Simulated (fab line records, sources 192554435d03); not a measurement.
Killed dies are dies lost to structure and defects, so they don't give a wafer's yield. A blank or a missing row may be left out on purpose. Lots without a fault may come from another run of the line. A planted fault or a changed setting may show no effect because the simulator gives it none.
fab line records | flow n5_finfet
record lots=13 wafers=39 last_day=19
route steps=1938 shown HKMG_FIN@405
lots that met no fault: from a run of the same line without faults
start_h: hours from the record's first day to the start of the lot's first wafer shown | wait_h: hours since the lot's step before | " the same as in the row above | L1.1+2: a row that stands for several wafers | - no value, or no start given | * or withheld: withheld | < > ~ a bound
route shown NAME@n: a module of which the file shows steps, and the number in the route of the first | usual: mean/standard deviation of fault-free wafers | same: alike in all rows | chamber/n: place in a boat | sites: the reading at each site | _std_site: their standard deviation | _edge_site: outer sites' mean less inner sites' | radius_mm: how far each site lies from the wafer's centre | mask NAME#n: copy n | behind: the tool/chamber that last shaped the wafer | hold: why the lot was held/for how many hours/how that ended | device: the transistor (n, p or np) that didn't switch | end of line: the same wafers' tests at the end of the route | a step without rows: its recipe alone | killed: dies lost to structure and defects at the first sort, not the wafer's yield | map: a wafer's dies, x killed, . not, _ none there
set.NAME: the setting as run; set.NAME@STEP: as run at that earlier step | model.NAME: the simulator's own value behind a step, which no gauge read
steps of the route over a sample of lots; a table a step, a row a wafer
services: from which hour (start_h, from the record's first day; less than 0 if before it) a tool's chamber was out of use, for how many hours, and why
## steps
# step N5_HKMG_FIN_STRIP_57
# recipe chemistry=CF4 resist=SiARC power_w=300 bias_power_w=75 pressure_mtorr=50 cf4_flow_sccm=150 rf_frequency_hz=6e+07
# usual chamber_pressure_mTorr=50.00/0.047 drypump_motor_current_A=5.51/0.27 oes_product_au=0.75/0.076 rf_vpp_V=270.8/1.3 showerhead_plenum_p_Torr=1.77/0.048 throttle_valve_pct=13.57/0.16
# columns lot.wafer tool chamber start_h wait_h chamber_pressure_mTorr drypump_motor_current_A oes_product_au rf_hours_counter_h rf_vpp_V showerhead_plenum_p_Torr throttle_valve_pct
L895.3 rie_diel-03 2 87.36 0.0 49.95 4.93 0.68 245 270.3 1.70 13.97
L895.4 " 1 " " 49.94 5.84 0.69 204 272.3 1.85 13.81
L895.5 " 0 " " 49.99 5.85 0.70 - 273.2 1.83 13.38
L896.2 rie_diel-04 2 91.47 0.0 50.06 5.38 0.69 220 271.5 1.79 13.62
L896.3 " 3 " " 50.08 5.22 0.76 143 270.3 1.79 13.53
L896.5 " 3 " " 50.01 5.20 0.76 - 270.4 1.79 13.52
L898.1 rie_diel-03 1 101.75 0.0 49.99 5.81 0.69 210 272.3 1.85 13.83
L898.3 " 0 " " 49.94 5.83 0.70 246 270.7 1.82 13.43
L898.4 " 3 " " 50.06 5.43 0.87 - 272.4 1.82 13.38
L899.3 rie_diel-03 1 108.28 0.0 50.05 5.84 0.68 213 272.2 1.85 13.84
L899.4 " 0 " " 49.96 5.83 0.69 - 272.2 1.82 13.44
L899.5 " 1 " " 50.02 5.85 0.69 - 271.6 1.85 13.85
L901.1 rie_diel-01 2 123.17 0.0 49.96 5.78 0.74 180 269.9 1.72 13.72
L901.2 " 1 " " 49.96 5.64 0.70 197 270.3 1.71 13.57
L901.4 " 3 " " 49.97 5.25 0.93 8 268.9 1.76 13.29
L902.1 rie_diel-04 1 127.85 0.0 49.96 5.91 0.72 190 268.3 1.72 13.62
L902.4 " 0 " " 50.03 5.50 0.73 199 271.7 1.78 13.52
L902.5 " 2 " " 49.97 5.39 0.68 - 270.3 1.78 13.66
L903.4 rie_diel-04 3 133.51 0.0 49.98 5.22 0.74 156 272.5 1.79 13.56
L903.5 " 1 " " 50.01 5.91 0.71 - 270.3 1.71 13.61
L903.6 " 0 " " 49.98 5.51 0.72 - 269.6 1.78 13.54
L904.1 rie_diel-01 1 140.01 0.0 49.92 5.61 0.70 204 269.1 1.71 13.59
L904.2 " 2 " " 50.04 5.78 0.75 187 268.6 1.72 13.73
L904.6 " 3 " " 50.00 5.22 0.91 - 270.8 1.75 13.32
L905.2 rie_diel-04 1 144.71 0.0 49.98 5.92 0.72 195 268.4 1.71 13.61
L905.3 " 0 " " 49.92 5.52 0.72 204 271.8 1.78 13.56
L905.4 " 3 " " 50.00 5.21 0.74 159 271.7 1.79 13.56
L906.2 rie_diel-01 1 149.93 0.0 50.03 5.65 0.69 207 269.4 1.71 13.59
L906.3 " 2 " " 49.95 5.77 0.74 189 268.9 1.72 13.74
L906.4 " 3 " " 49.96 5.25 0.89 18 270.2 1.75 13.32
L912.1 rie_diel-04 1 185.03 0.0 49.99 5.91 0.71 209 270.0 1.71 13.66
L912.2 " 0 " " 50.01 5.49 0.72 216 271.6 1.77 13.58
L912.4 " 1 " " 49.97 5.91 0.71 - 270.1 1.71 13.66
L914.3 rie_diel-04 3 197.73 0.0 50.07 5.21 0.73 180 270.5 1.78 13.61
L914.4 " 0 " " 49.99 5.53 0.71 222 269.2 1.77 13.57
L914.5 " 1 " " 49.99 5.90 0.71 - 269.8 1.71 13.66
L916.2 rie_diel-01 1 208.79 0.0 49.98 5.64 0.68 229 268.9 1.70 13.65
L916.4 " 0 " " 50.09 5.34 0.72 - 273.5 1.84 13.63
L916.6 " 1 " " 49.96 5.66 0.68 - 269.0 1.70 13.65
# step N5_HKMG_FIN_ETCH_58
# recipe chemistry=N2/H2 target=SOC target_depth_a=2158 ion_energy_ev=50 bias_w=13 time_s=741 pressure_mtorr=30 source_w=875 n2_flow_sccm=200 h2_flow_sccm=200
# usual chamber_pressure_mTorr=30.004/0.027 drypump_motor_current_A=5.51/0.27 oes_product_au=0.75/0.085 rf_vpp_V=98.9/0.92 showerhead_plenum_p_Torr=2.52/0.077 throttle_valve_pct=17.75/0.2
# same time_s=741
# columns lot.wafer tool chamber start_h wait_h chamber_pressure_mTorr drypump_motor_current_A oes_product_au rf_hours_counter_h rf_vpp_V showerhead_plenum_p_Torr throttle_valve_pct
L895.3 rie_diel-03 2 87.38 0.0 29.969 4.95 0.71 245 97.8 2.40 18.19
L895.4 " 1 " " 30.015 5.84 0.71 204 99.1 2.63 18.03
L895.5 " 0 " " 30.004 5.84 0.68 - 100.0 2.62 17.60
L896.2 rie_diel-04 2 91.49 0.0 30.028 5.41 0.70 220 99.7 2.51 17.57
L896.3 " 3 " " 30.007 5.21 0.77 143 98.9 2.56 17.86
L896.5 " 3 " " 29.995 5.22 0.77 - 99.9 2.56 17.86
L898.1 rie_diel-03 1 101.77 0.0 29.979 5.83 0.70 210 99.2 2.63 18.05
L898.3 " 0 " " 29.977 5.85 0.67 246 100.3 2.62 17.62
L898.4 " 3 " " 30.024 5.44 0.90 - 100.2 2.59 17.70
L899.3 rie_diel-03 1 108.30 0.0 30.012 5.83 0.70 213 99.2 2.62 18.05
L899.4 " 0 " " 29.972 5.85 0.68 - 98.3 2.61 17.63
L899.5 " 1 " " 29.982 5.85 0.70 - 98.7 2.62 18.03
L901.1 rie_diel-01 2 123.19 0.0 30.020 5.77 0.74 180 97.1 2.42 17.83
L901.2 " 1 " " 30.017 5.67 0.69 197 98.7 2.41 17.68
L901.4 " 3 " " 30.024 5.25 0.94 8 98.4 2.49 17.40
L902.1 rie_diel-04 1 127.87 0.0 30.017 5.94 0.74 190 98.1 2.43 17.68
L902.4 " 0 " " 29.994 5.55 0.72 199 98.7 2.53 17.88
L902.5 " 2 " " 29.995 5.39 0.69 - 100.7 2.50 17.60
L903.4 rie_diel-04 3 133.53 0.0 29.985 5.24 0.76 156 99.7 2.56 17.87
L903.5 " 1 " " 29.987 5.93 0.73 - 97.1 2.43 17.70
L903.6 " 0 " " 30.016 5.54 0.71 - 98.5 2.53 17.88
L904.1 rie_diel-01 1 140.03 0.0 30.003 5.62 0.68 204 98.1 2.41 17.66
L904.2 " 2 " " 29.978 5.78 0.73 187 99.3 2.42 17.84
L904.6 " 3 " " 30.007 5.27 0.91 - 99.3 2.48 17.40
L905.2 rie_diel-04 1 144.73 0.0 30.007 5.92 0.73 196 99.8 2.42 17.70
L905.3 " 0 " " 30.033 5.54 0.72 204 100.0 2.53 17.87
L905.4 " 3 " " 29.974 5.21 0.75 159 98.8 2.55 17.88
L906.2 rie_diel-01 1 149.95 0.0 30.009 5.64 0.70 207 98.9 2.41 17.70
L906.3 " 2 " " 29.997 5.77 0.74 189 97.8 2.42 17.84
L906.4 " 3 " " 29.993 5.25 0.92 18 99.6 2.48 17.42
L912.1 rie_diel-04 1 185.05 0.0 30.078 5.92 0.72 209 98.4 2.42 17.74
L912.2 " 0 " " 30.012 5.54 0.71 216 99.8 2.52 17.90
L912.4 " 1 " " 30.015 5.94 0.72 - 98.2 2.42 17.71
L914.3 rie_diel-04 3 197.75 0.0 29.990 5.21 0.73 180 99.7 2.55 17.93
L914.4 " 0 " " 30.014 5.53 0.70 222 98.0 2.52 17.90
L914.5 " 1 " " 29.997 5.90 0.71 - 98.4 2.42 17.75
L916.2 rie_diel-01 1 208.81 0.0 29.977 5.62 0.67 229 99.0 2.40 17.72
L916.4 " 0 " " 29.950 5.37 0.69 - 97.9 2.62 17.90
L916.6 " 1 " " 29.994 5.64 0.68 - 97.5 2.40 17.73
# step N5_HKMG_FIN_EXPOSE_09
# recipe mask_id=NWFM na=1.35 source_shape=conventional sigma_outer=0.8 polarization=unpolarized dose_mj=39.25
# usual exposure_dose_mJ_cm2=39.24/0.039 stage_vel_mm_s=499.98/0.25
# columns lot.wafer tool chamber start_h wait_h mask exposure_dose_mJ_cm2 stage_vel_mm_s
L895.3 arfi_scanner-02 0 90.26 - NWFM#0 39.29 500.35
L895.4 " 0 " " NWFM#0 39.23 499.77
L895.5 " 0 " " NWFM#0 39.25 500.07
L896.2 arfi_scanner-03 0 94.35 - NWFM#0 39.24 499.84
L896.3 " 0 " " NWFM#0 39.29 500.41
L896.5 " 0 " " NWFM#0 39.29 500.10
L898.1 arfi_scanner-02 0 104.63 - NWFM#0 39.23 500.27
L898.3 " 0 " " NWFM#0 39.24 499.85
L898.4 " 0 " " NWFM#0 39.24 500.03
L899.3 arfi_scanner-03 0 111.18 - NWFM#0 39.29 500.06
L899.4 " 0 " " NWFM#0 39.26 500.17
L899.5 " 0 " " NWFM#0 39.25 500.23
L901.1 arfi_scanner-01 0 126.05 - NWFM#0 39.20 500.03
L901.2 " 0 " " NWFM#0 39.20 500.04
L901.4 " 0 " " NWFM#0 39.23 499.86
L902.1 arfi_scanner-03 0 130.92 - NWFM#0 39.29 500.11
L902.4 " 0 " " NWFM#0 39.27 500.10
L902.5 " 0 " " NWFM#0 39.20 500.25
L903.4 arfi_scanner-02 0 136.41 - NWFM#0 39.21 499.92
L903.5 " 0 " " NWFM#0 39.18 499.59
L903.6 " 0 " " NWFM#0 39.20 499.99
L904.1 arfi_scanner-02 0 142.76 - NWFM#0 39.23 499.96
L904.2 " 0 " " NWFM#0 39.18 500.20
L904.6 " 0 " " NWFM#0 39.21 499.73
L905.2 arfi_scanner-03 0 147.60 - NWFM#0 39.24 500.34
L905.3 " 0 " " NWFM#0 39.27 500.01
L905.4 " 0 " " NWFM#0 39.19 500.22
L906.2 arfi_scanner-02 0 152.80 - NWFM#0 39.26 500.29
L906.3 " 0 " " NWFM#0 39.23 500.15
L906.4 " 0 " " NWFM#0 39.22 500.28
L912.1 arfi_scanner-01 0 187.78 - NWFM#0 39.17 500.01
L912.2 " 0 " " NWFM#0 39.22 500.20
L912.4 " 0 " " NWFM#0 39.20 499.96
L914.3 arfi_scanner-03 0 200.62 - NWFM#0 40.26 499.85
L914.4 " 0 " " NWFM#0 40.24 499.78
L914.5 " 0 " " NWFM#0 40.26 499.49
L916.2 arfi_scanner-01 0 211.89 - NWFM#0 39.24 500.14
L916.4 " 0 " " NWFM#0 39.21 500.49
L916.6 " 0 " " NWFM#0 39.19 500.06
# step N5_HKMG_FIN_CD_MEAS_12
# recipe target_cd_nm=92.8 landing_energy_ev=500 detector=se_inlens
# usual cd_nm=92.9/0.65
# columns lot.wafer tool chamber start_h wait_h cd_nm
L895.3 cd_sem-02 0 90.38 - 92.3
L895.4 " 0 " " 92.6
L895.5 " 0 " " 93.0
L896.2 cd_sem-02 0 94.47 - 94.3
L896.3 " 0 " " 92.5
L896.5 " 0 " " 92.9
L898.1 cd_sem-01 0 104.75 - 91.8
L898.3 " 0 " " 92.9
L898.4 " 0 " " 92.4
L899.3 cd_sem-03 0 111.30 - 92.6
L899.4 " 0 " " 92.3
L899.5 " 0 " " 93.4
L901.1 cd_sem-03 0 126.17 - 93.1
L901.2 " 0 " " 93.0
L901.4 " 0 " " 94.2
L902.1 cd_sem-01 0 131.04 - 93.3
L902.4 " 0 " " 92.6
L902.5 " 0 " " 92.9
L903.4 cd_sem-01 0 136.52 - 92.6
L903.5 " 0 " " 92.2
L903.6 " 0 " " 92.8
L904.1 cd_sem-02 0 142.88 - 93.3
L904.2 " 0 " " 93.4
L904.6 " 0 " " 93.5
L905.2 cd_sem-01 0 147.72 - 93.5
L905.3 " 0 " " 92.6
L905.4 " 0 " " 92.9
L906.2 cd_sem-03 0 152.92 - 93.1
L906.3 " 0 " " 93.3
L906.4 " 0 " " 94.0
L912.1 cd_sem-01 0 187.90 - 93.4
L912.2 " 0 " " 92.7
L912.4 " 0 " " 93.5
L914.3 cd_sem-02 0 200.74 - 84.8
L914.4 " 0 " " 86.9
L914.5 " 0 " " 70.7
L916.2 cd_sem-01 0 212.01 - 93.1
L916.4 " 0 " " 92.9
L916.6 " 0 " " 92.6
# step N5_HKMG_FIN_ETCH_32
# recipe chemistry=N2/H2 target=SOC target_depth_a=2400 temp_c=40 time_s=300 ion_energy_ev=200 mask_material=SiARC pressure_mtorr=30 source_w=840 bias_w=150 n2_flow_sccm=200 h2_flow_sccm=200
# usual chamber_pressure_mTorr=29.99/0.031 drypump_motor_current_A=5.51/0.28 oes_product_au=0.77/0.094 rf_vpp_V=523.2/2.6 showerhead_plenum_p_Torr=2.52/0.092 throttle_valve_pct=17.79/0.21
# same time_s=300
# columns lot.wafer tool chamber start_h wait_h chamber_pressure_mTorr drypump_motor_current_A oes_product_au rf_hours_counter_h rf_vpp_V showerhead_plenum_p_Torr throttle_valve_pct
L895.3 rie_diel-03 1 90.56 0.0 29.97 5.85 0.70 205 526.1 2.63 18.09
L895.4 " 0 " " 30.01 5.83 0.67 242 526.9 2.62 17.68
L895.5 " 3 " " 30.02 5.43 0.91 - 524.9 2.60 17.75
L896.2 rie_diel-03 2 94.65 0.0 29.96 4.96 0.70 248 521.1 2.40 18.27
L896.3 " 3 " " 30.01 5.44 0.91 23 525.7 2.60 17.76
L896.5 " 1 " " 30.00 5.84 0.70 - 526.8 2.63 18.08
L898.1 rie_diel-04 1 104.99 0.0 30.04 5.93 0.74 184 520.1 2.43 17.73
L898.3 " 2 " " 29.94 5.43 0.70 224 524.3 2.51 17.64
L898.4 " 3 " " 30.01 5.22 0.76 148 523.0 2.56 17.93
L899.3 rie_diel-01 3 111.47 0.0 30.00 5.24 0.97 5 524.7 2.49 17.42
L899.4 " 0 " " 29.99 5.35 0.72 180 525.3 2.64 17.87
L899.5 " 1 " " 29.97 5.61 0.71 - 519.8 2.41 17.71
L901.1 rie_diel-01 0 126.35 0.0 29.98 5.33 0.71 185 526.6 2.64 17.88
L901.2 " 3 " " 29.96 5.23 0.93 10 524.0 2.49 17.46
L901.4 " 1 " " 30.00 5.65 0.70 198 520.6 2.41 17.72
L902.1 rie_diel-03 2 131.42 0.0 29.98 4.96 1.00 2 528.3 2.72 17.81
L902.4 " 3 " " 30.06 5.43 0.87 - 524.0 2.59 17.78
L902.5 " 1 " " 30.02 5.86 0.69 - 525.4 2.62 18.08
L903.4 rie_diel-01 3 136.79 0.1 29.97 5.24 0.93 - 522.5 2.48 17.44
L903.5 " 2 " " 29.97 5.78 0.72 - 520.0 2.42 17.89
L903.6 " 1 " " 29.97 5.66 0.70 - 520.6 2.41 17.73
L904.1 rie_diel-04 0 143.06 0.0 29.98 5.54 0.71 203 522.9 2.53 17.92
L904.2 " 1 " " 29.98 5.92 0.73 195 520.2 2.43 17.75
L904.6 " 2 " " 29.98 5.41 0.69 - 522.4 2.50 17.66
L905.2 rie_diel-01 2 147.90 0.0 29.98 5.79 0.73 188 520.0 2.42 17.90
L905.3 " 3 " " 30.01 5.23 0.93 17 524.1 2.48 17.46
L905.4 " 0 " " 30.03 5.31 0.70 188 527.2 2.63 17.90
L906.2 rie_diel-04 1 153.23 0.0 29.99 5.93 0.73 198 520.7 2.42 17.76
L906.3 " 0 " " 30.03 5.53 0.72 207 523.1 2.53 17.94
L906.4 " 2 " " 29.99 5.41 0.69 239 521.9 2.50 17.65
L912.1 rie_diel-01 3 188.36 0.0 30.04 5.25 0.88 33 522.7 2.48 17.49
L912.2 " 1 " " 29.95 5.63 0.68 221 520.6 2.40 17.77
L912.4 " 2 " " 29.93 5.76 0.71 204 521.8 2.41 17.92
L914.3 rie_diel-04 3 200.91 0.0 30.00 5.22 0.74 181 524.9 2.54 17.97
L914.4 " 2 " " 29.98 5.40 1.01 2 523.3 2.49 17.22
L914.5 " 3 " " 30.02 5.24 0.73 - 523.7 2.54 17.98
L916.2 rie_diel-03 1 212.68 0.0 29.96 5.84 0.67 248 526.4 2.61 18.15
L916.4 " 3 " " 29.98 5.44 0.84 64 524.2 2.58 17.84
L916.6 " 0 " " 29.96 5.82 0.88 - 525.2 2.60 17.33
## services
# columns tool chamber start_h hours kind
rie_diel-01 3 71.90 8.0 repair
arfi_scanner-01 - 78.26 1.0 pm
arfi_scanner-03 - 96.46 0.8 pm
rie_diel-01 1 97.91 3.7 repair
arfi_scanner-02 - 108.32 1.3 pm
arfi_scanner-02 - 113.01 0.7 repair
arfi_scanner-02 - 121.19 1.5 pm
rie_diel-01 0 130.07 9.3 repair
rie_diel-01 - 130.59 0.9 repair
arfi_scanner-01 - 134.95 3.1 pm
arfi_scanner-03 - 136.72 1.4 repair
arfi_scanner-03 - 142.99 1.0 pm
arfi_scanner-01 - 143.73 1.0 pm
rie_diel-03 - 149.57 2.8 pm
arfi_scanner-02 - 150.21 1.0 pm
arfi_scanner-01 - 156.64 1.3 pm
arfi_scanner-03 - 160.91 1.3 pm
rie_diel-04 0 165.31 3.0 repair
rie_diel-04 2 183.03 - clean
rie_diel-04 2 183.03 - consumable_replace:focus_ring
rie_diel-04 2 183.03 14.3 scheduled_down
arfi_scanner-02 - 192.04 2.4 repair
arfi_scanner-01 - 200.44 4.8 pm
arfi_scanner-02 - 202.44 3.9 pm
## key
first_sign step=N5_HKMG_FIN_EXPOSE_09 reading=exposure_dose_mJ_cm2 direction=up sigmas=26 usual=39.24 struck=40.25
effect step=N5_HKMG_FIN_CD_MEAS_12 reading=cd_nm direction=down sigmas=19 usual=92.9 struck=80.8 through=control_loop
met_at N5_HKMG_FIN_EXPOSE_09
struck_lots L914
later_rows_left_out L914.5
sort_left_out L914.3,L914.4,L914.5
tester_left_out L914
loop_trim step=N5_HKMG_FIN_EXPOSE_09 setting=dose lots=L914
not_acting_at N5_HKMG_FIN_STRIP_57,N5_HKMG_FIN_ETCH_58,N5_HKMG_FIN_ETCH_32
onset_between 147.60 200.62
fault kind=process_parameter_drift tool=arfi_scanner-03 chamber=- onset_h=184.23 steps=N5_HKMG_FIN_EXPOSE_09 channel=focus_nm offset=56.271 spread_by_wafer=0.3 shape=step
# tester_left_out: of these lots the tester's yield and bins aren't shown, on N5 and GAA mostly nor the transistor test; their killed dies are dies lost to structure and defects alone, not to doping, threshold or leakage, so they don't give the yield
# sort_left_out: the simulated sort isn't trusted on such a fault, so these wafers' sort isn't shown, and their yield isn't known
# later_rows_left_out: the simulator's readings of these wafers behind a module that went badly wrong aren't trusted and aren't shown, but for the sort
# loop_trim: a control loop set the setting to another value than it would have without faults
